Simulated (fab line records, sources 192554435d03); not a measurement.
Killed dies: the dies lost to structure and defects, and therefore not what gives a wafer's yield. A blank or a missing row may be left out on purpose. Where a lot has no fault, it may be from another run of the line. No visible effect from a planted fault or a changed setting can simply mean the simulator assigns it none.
The tool behind it: which one? -- flow n5 finfet -- 9 lots with 27 wafers sampled at 6 steps, on a route of 1938 steps

## WHAT THE GAUGES SHOWED, per wafer
N5_MOL_CONTACT_COAG_OVL_MEAS_09. Usual: CA_OVL gives -0.9 nm (standard deviation 0.71).
lot,measured,on,CA_OVL (nm),flag
L973,day 4 18:31,overlay-02,0.1 -0.8 -0.1,
L978,day 5 21:14,overlay-01,-0.9 -1.0 -0.6,
L979,day 6 05:27,overlay-01,-0.5 -0.1 0.0,
L981,day 6 16:28,overlay-02,-2.5 -2.0 -1.3,
L986,day 7 21:27,overlay-01,-1.7 -1.8 -0.6,
L990,day 9 02:36,overlay-01,-0.8 -0.9 0.3,
L992,day 9 10:07,overlay-01,-0.6 -1.3 -1.4,
L993,day 9 20:53,overlay-01,-1.3 -0.7 -0.3,
L994,day 10 01:12,overlay-01,-1.2 0.1 -1.9,

N5_BEOL_M4_RC_MEAS_101. Usual: DIBL_N 36.2 mV/V, standard deviation 1.6; DIBL_P 36.5 mV/V, standard deviation 1.9; IOFF_N 0.158 nA/um, standard deviation 0.027; IOFF_P 0.21 nA/um, standard deviation 0.038; ION_N 675 uA/um, standard deviation 12; ION_P 464 uA/um, standard deviation 8.9; SS_N 71.5 mV/dec, standard deviation 0.61; SS_P 73.4 mV/dec, standard deviation 0.59; VT_N 250.4 mV, standard deviation 3; VT_P -250 mV, standard deviation 3.6.
lot,measured,on,DIBL_N (mV/V),DIBL_P (mV/V),IOFF_N (nA/um),IOFF_P (nA/um),ION_N (uA/um),ION_P (uA/um),SS_N (mV/dec),SS_P (mV/dec),VT_N (mV),VT_P (mV),flag
L973,day 7 23:20,prober-02,34.3 36.1 36.9,35.5 38.0 38.7,0.138 0.161 0.184,0.19 0.24 0.25,668 682 688,457 466 465,70.9 71.5 72.0,72.3 72.9 73.2,252.3 252.3 249.9,-251 -251 -246,
L978,day 9 00:47,prober-02,37.8 37.4 35.7,36.5 37.5 34.7,0.156 0.165 0.122,0.20 0.21 0.17,672 676 653,455 462 452,70.3 71.3 70.5,73.7 73.5 72.9,252.7 248.5 254.3,-250 -248 -253,
L979,day 9 10:29,prober-01,37.8 38.4 39.3,37.8 38.4 39.3,0.168 0.180 0.192,0.21 0.22 0.24,684 689 680,461 461 463,72.0 71.5 71.3,73.6 74.4 74.3,253.7 249.0 251.1,-250 -250 -253,
L981,day 9 20:32,prober-01,37.5 39.8 36.0,36.6 38.7 34.4,0.156 0.211 0.128,0.18 0.21 0.16,666 682 651,452 453 437,71.0 72.3 71.1,73.1 73.9 73.0,250.0 246.5 256.1,-257 -255 -259,
L986,day 11 09:55,prober-02,36.5 35.6 36.6,35.8 35.8 36.3,0.149 0.133 0.158,0.23 0.24 0.24,669 668 687,466 473 477,72.0 71.4 71.9,73.0 73.2 73.9,250.0 252.2 248.9,-248 -245 -247,
L990,day 12 15:55,prober-01,36.6 37.2 35.2,37.1 37.6 36.7,0.172 0.176 0.142,0.21 0.22 0.20,666 669 673,463 458 462,72.4 72.7 71.5,72.5 74.3 73.6,249.4 250.6 252.4,-252 -252 -253,
L992,day 12 12:52,prober-01,37.6 35.3 34.3,39.8 38.0 36.5,0.205 0.153 0.132,0.24 0.21 0.18,676 669 658,460 462 459,72.9 71.9 71.9,74.1 74.0 73.4,246.6 252.0 253.2,-249 -251 -253,
L993,day 13 19:52,prober-02,38.4 37.6 37.1,36.8 36.5 35.7,0.179 0.163 0.161,0.26 0.25 0.22,673 666 658,468 467 457,72.1 72.0 72.8,73.3 74.1 73.2,249.6 249.4 253.0,-247 -247 -247,
L994,day 13 14:35,prober-02,35.7 36.8 35.6,35.7 38.1 36.5,0.158 0.175 0.165,0.18 0.23 0.20,677 666 677,459 457 468,71.2 71.6 71.4,72.7 73.8 72.8,248.8 247.5 248.2,-254 -250 -251,

## WHAT TOOL EACH LOT RAN ON (gives the tool, then ch and the chambers of the sampled wafers, and finally the start)
lot,N5_MOL_CONTACT_COAG_SPUTTER_143,N5_MOL_CONTACT_COAG_PRE_CLEAN_142,N5_MOL_CONTACT_COAG_ALD_123,N5_MOL_CONTACT_COAG_ETCH_124
L973,"pvd sputter-01, day 4 21:43","pvd sputter-03, day 5 01:05","ald sin-04 ch 1,2,3, day 5 04:05","rie diel-05 ch 0,1,2, day 5 07:22"
L978,"pvd sputter-02, day 6 00:26","pvd sputter-02, day 6 03:42","ald sin-01 ch 0,2,3, day 6 06:59","rie diel-04 ch 1,3, day 6 10:10"
L979,"pvd sputter-02, day 6 09:40","pvd sputter-03, day 6 12:55","ald sin-01 ch 2,3, day 6 16:12","rie diel-05 ch 0,1,3, day 6 19:17"
L981,"pvd sputter-01, day 6 19:28","pvd sputter-03, day 6 22:04","ald sin-04 ch 0,2,3, day 7 01:07","rie diel-05 ch 0,1,3, day 7 04:14"
L986,"pvd sputter-03, day 7 23:22","pvd sputter-02, day 8 01:44","ald sin-02 ch 0,2, day 8 04:41","rie diel-05 ch 0,1,3, day 8 07:45"
L990,"pvd sputter-03, day 9 06:22","pvd sputter-01, day 9 08:35","ald sin-02 ch 2,3, day 9 11:53","rie diel-02 ch 1,2,3, day 9 15:33"
L992,"pvd sputter-03, day 9 13:00","pvd sputter-03, day 9 16:00","ald sin-01 ch 0,2,3, day 9 19:29","rie diel-02 ch 0,1,3, day 9 22:19"
L993,"pvd sputter-03, day 10 01:01","pvd sputter-03, day 10 03:34","ald sin-04 ch 0,1,3, day 10 06:32","rie diel-04 ch 0,1, day 10 09:25"
L994,"pvd sputter-03, day 10 04:23","pvd sputter-01, day 10 07:23","ald sin-01 ch 1,2, day 10 10:20","rie diel-04 ch 0,1,3, day 10 13:19"
- N5_MOL_CONTACT_COAG_SPUTTER_143: material Co, target thk 2.5 nm.
- N5_MOL_CONTACT_COAG_PRE_CLEAN_142: time 60 s.
- N5_MOL_CONTACT_COAG_ALD_123: deposits SiNx, target thk 5 nm, pulse time 1 s, purge time 2 s.
- N5_MOL_CONTACT_COAG_ETCH_124: etches SiNx in CH3F/O2, stops on SiOC, target depth 6.5 nm.

## WHAT THE TOOLS THEMSELVES READ (means of the sampled wafers that have a number; where no wafer has one, the mark that the record gives instead)
N5_MOL_CONTACT_COAG_SPUTTER_143. Usual: chamber pressure pa 0.2000 Pa, standard deviation 0.00043; throttle valve pct 30.1 %, standard deviation 0.77.
lot,tool,chamber pressure pa (Pa),throttle valve pct (%),flag
L973,pvd sputter-01,0.2003,30.2,
L978,pvd sputter-02,0.2001,29.9,
L979,pvd sputter-02,0.1999,30.1,
L981,pvd sputter-01,0.2002,30.8,
L986,pvd sputter-03,0.2001,29.6,
L990,pvd sputter-03,0.2000,30.5,
L992,pvd sputter-03,0.1993,29.1,
L993,pvd sputter-03,0.2002,30.2,
L994,pvd sputter-03,0.2001,30.1,

N5_MOL_CONTACT_COAG_PRE_CLEAN_142. Usual: 466 W for heater power w, sd 45.
lot,tool,heater power w (W),flag
L973,pvd sputter-03,454,
L978,pvd sputter-02,512,
L979,pvd sputter-03,479,
L981,pvd sputter-03,460,
L986,pvd sputter-02,483,
L990,pvd sputter-01,424,
L992,pvd sputter-03,444,
L993,pvd sputter-03,509,
L994,pvd sputter-01,449,

N5_MOL_CONTACT_COAG_ALD_123. Usual: heater power w 779 W, standard deviation 73; precursor pulse height rel 1.002, standard deviation 0.02.
lot,tool,heater power w (W),precursor pulse height rel,flag
L973,ald sin-04,792,0.983,
L978,ald sin-01,832,1.014,
L979,ald sin-01,900,1.008,
L981,ald sin-04,727,0.987,
L986,ald sin-02,747,0.996,
L990,ald sin-02,734,1.006,
L992,ald sin-01,826,1.009,
L993,ald sin-04,745,0.982,
L994,ald sin-01,854,0.992,

N5_MOL_CONTACT_COAG_ETCH_124. Usual: drypump motor current A 5.8 A, standard deviation 0.47; oes product au 0.70 a.u., standard deviation 0.074; rf vpp V 299 V, standard deviation 5.3; showerhead plenum p Torr 2.01 Torr, standard deviation 0.065; throttle valve pct 16.21 %, standard deviation 0.23.
lot,tool,drypump motor current A (A),oes product au (a.u.),rf vpp V (V),showerhead plenum p Torr (Torr),throttle valve pct (%),flag
L973,rie diel-05,6.0,0.74,294,1.99,16.28,
L978,rie diel-04,5.8,0.73,301,2.05,16.13,
L979,rie diel-05,5.6,0.77,297,2.01,16.13,
L981,rie diel-05,5.5,0.77,297,2.01,16.15,
L986,rie diel-05,5.5,0.75,297,2.01,16.17,
L990,rie diel-02,5.7,0.72,299,2.05,16.03,
L992,rie diel-02,5.6,0.63,304,1.99,16.13,
L993,rie diel-04,5.3,0.74,304,2.01,15.99,
L994,rie diel-04,5.7,0.65,303,2.01,16.08,

## THE ANSWER, worked out from the rows above alone
Rule: lot off if the mean of its wafers having a number is beyond 3 standard deviations from the usual mean. Also off: a lot with no number at a reading for which 4 or more lots have one. The other lots that the step has rows for count as sound. First the gauges in route order, then the tools' own readings, where a lot's mean is used as printed above. The first step at which some lot is off is used, and at that step the reading that is off furthest; a lot without a number counts as furthest.
No lot is off on any of the readings shown, so nothing can be concluded from this.

## WHAT THE SIMULATOR PUT IN
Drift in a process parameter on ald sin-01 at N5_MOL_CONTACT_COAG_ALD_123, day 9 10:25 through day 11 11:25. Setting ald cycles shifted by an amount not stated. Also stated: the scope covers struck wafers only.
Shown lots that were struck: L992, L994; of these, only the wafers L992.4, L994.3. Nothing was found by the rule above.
